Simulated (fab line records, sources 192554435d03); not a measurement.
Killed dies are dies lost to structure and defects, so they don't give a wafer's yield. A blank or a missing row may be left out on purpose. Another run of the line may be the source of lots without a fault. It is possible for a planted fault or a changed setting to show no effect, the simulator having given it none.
Lot-split experiment	flow n5_finfet	21 wafers read across 7 lots, on a route 1938 steps long

SPLIT DETAILS
At N5_BEOL_M0_SAQP_DESCUM_45 (chemistry O2, time 7 s), the setting time_s was moved away from the recipe's 7 s on 4 of the 21 wafers read, by -17.4% to +14.6%. The other wafers ran this setting at the recipe's value.

Reading taken at the split's own step.

THE READING
CAR-EUV_of_BEOL_M0_SAQP_COAT_34.thk_nm (the simulator's own value, which no gauge read), in nm, at N5_BEOL_M0_SAQP_DESCUM_45 (chemistry O2, time 7 s). The file does not state a usual value for it. Here, 17 wafers ran the recipe; their average is 26.1 nm with a standard deviation of 0.098 nm.

wafer	tool, chamber at the split	time_s as run, s	against the recipe	CAR-EUV_of_BEOL_M0_SAQP_COAT_34.thk_nm, nm	against lot-mates on the recipe
L075.1	rie_diel-03, 0	7	recipe	26.2	-
L075.4	rie_diel-03, 3	7	recipe	26	-
L075.6	rie_diel-03, 0	7	recipe	26	-
L079.1	rie_diel-04, 0,3	7	recipe	26.2	-
L079.5	rie_diel-04, 0,3	7	recipe	26.2	-
L079.2	rie_diel-04, 3	8.024	+14.6%	25.6	-0.6
L084.3	rie_diel-03, 2	7	recipe	26.2	-
L084.4	rie_diel-03, 1	7	recipe	26	-
L084.6	rie_diel-03, 2	7	recipe	26.2	-
L086.2	rie_diel-03, 1	7	recipe	26	-
L086.3	rie_diel-03, 2	7.402	+5.7%	26	-0.1
L086.5	rie_diel-03, 0	7	recipe	26.2	-
L085.2	rie_diel-03, 0	5.785	-17.4%	26.8	+0.6
L085.5	rie_diel-03, 0	5.785	-17.4%	26.8	+0.6
L085.6	rie_diel-03, 1	7	recipe	26.2	-
L088.2	rie_diel-05, 0	7	recipe	26.2	-
L088.3	rie_diel-05, 3,2	7	recipe	26.2	-
L088.4	rie_diel-05, 3,2	7	recipe	26.2	-
L090.2	rie_diel-04, 1,0,2	7	recipe	26	-
L090.4	rie_diel-04, 1,0,2	7	recipe	26	-
L090.6	rie_diel-04, 1,0,2	7	recipe	26	-
Rows listing several chambers each stand for several wafers; the file does not say which wafer went through which chamber.

FIT RESULTS
A straight line over all 21 wafers: CAR-EUV_of_BEOL_M0_SAQP_COAT_34.thk_nm changes by -0.0374 nm for each +1% of time_s; r = -0.93; the points scatter about the line by 0.096 nm.
The same after taking each lot's own level away (the mean of its wafers on the recipe; 21 wafers): -0.0355 nm for each +1%; r = -0.96; scatter 0.069 nm.
According to that fit, moving time_s by its largest amount changes the reading by 0.62 nm.
Measured against the standard deviation above, the lots' own levels, which go from 26.00 to 26.20 nm, span 2.0 times it.
The two slopes are in agreement: the lot-to-lot level therefore moves the slope only a little.
Check: with one of the wafers moved furthest among these (-17.4%) left out of the fit, the line predicts +0.626 nm for it against its lot-mates. It came out at +0.6 nm against them.

OTHER SPLITS ON THESE WAFERS
These wafers also went through other splits before the reading. Each is held against what the fit with the lots' levels taken away leaves over:
other split on the same wafers	wafers away from the commonest value	r with CAR-EUV_of_BEOL_M0_SAQP_COAT_34.thk_nm (lot level and that fit taken away)
N5_BEOL_M0_SAQP_EXPOSE_37 dose_mj	6	-0.19

FILE'S OWN FIT
CAR-EUV_of_BEOL_M0_SAQP_COAT_34.thk_nm changes by -0.0361 nm for each +1% of time_s, r = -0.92.
